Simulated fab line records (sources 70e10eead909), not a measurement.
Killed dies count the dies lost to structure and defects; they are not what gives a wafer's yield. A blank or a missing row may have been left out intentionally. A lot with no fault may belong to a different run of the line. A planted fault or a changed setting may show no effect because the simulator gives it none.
The tool behind it: which one?    flow nand_harc    Sampling: 7 lots, 21 wafers, 3 of 1302 route steps

== WHAT THE GAUGES READ, wafer by wafer ==
NHARC_A_M0_CD_MEAS_09: target cd 80 nm.
lot   measured      on         cd_nm (nm)
L361  day 23 02:07  cd_sem-01  80.0 79.9 81.9
L364  day 24 12:08  cd_sem-01  79.6 79.2 80.9
L365  day 24 17:03  cd_sem-03  80.8 80.2 82.8
L370  day 26 15:40  cd_sem-01  80.9 82.8 80.9
L372  day 27 05:17  cd_sem-02  79.6 80.8 80.4
L384  day 31 20:13  cd_sem-03  80.8 79.6 79.4
L383  day 32 07:27  cd_sem-01  78.8 77.7 79.1

== EACH LOT AND THE TOOL THAT RAN IT (in order: tool; ch and the chambers of the sampled wafers; start) ==
lot   NHARC_A_CONTACT_CVD_19                    NHARC_A_M0_EXPOSE_06
L361  cvd_w-01 ch 0,1, day 23 01:58 or earlier  arfi_scanner-01 ch 0, day 23 01:58
L364  cvd_w-02 ch 0,1, day 24 12:01 or earlier  arfi_scanner-01 ch 0, day 24 12:01
L365  cvd_w-02 ch 1, day 24 16:55 or earlier    arfi_scanner-01 ch 0, day 24 16:55
L370  cvd_w-02 ch 0,1, day 26 15:31 or earlier  arfi_scanner-02 ch 0, day 26 15:31
L372  cvd_w-01 ch 0,1, day 27 05:10 or earlier  arfi_scanner-03 ch 0, day 27 05:10
L384  cvd_w-02 ch 0,1, day 31 20:05 or earlier  arfi_scanner-03 ch 0, day 31 20:05
L383  cvd_w-01 ch 0,1, day 32 07:19 or earlier  arfi_scanner-01 ch 0, day 32 07:19
- NHARC_A_CONTACT_CVD_19: deposits W, target thk 300 nm, time 802 s.
- NHARC_A_M0_EXPOSE_06: exposes mask A M0, target cd 80 nm.

== THE ANSWER, worked out from the rows above alone ==
Rule: the usual values come from the lots themselves. Put in order of their means at a reading, lots are off if they are a third of the lots or fewer, leave a main group of 4 or more, and stand apart from it by a gap of 3 or more times the standard deviation of the main group's means; of several such gaps the widest counts. If all means in a main group match to the digits the tables above print for the reading, that group is not used. A lot without any number at a reading at which 4 lots or more have one is off too. Any other lot the step has rows for is counted as sound.
Nothing can be told from this: no lot is off at any reading shown.

== WHAT THE SIMULATOR HAD INSERTED ==
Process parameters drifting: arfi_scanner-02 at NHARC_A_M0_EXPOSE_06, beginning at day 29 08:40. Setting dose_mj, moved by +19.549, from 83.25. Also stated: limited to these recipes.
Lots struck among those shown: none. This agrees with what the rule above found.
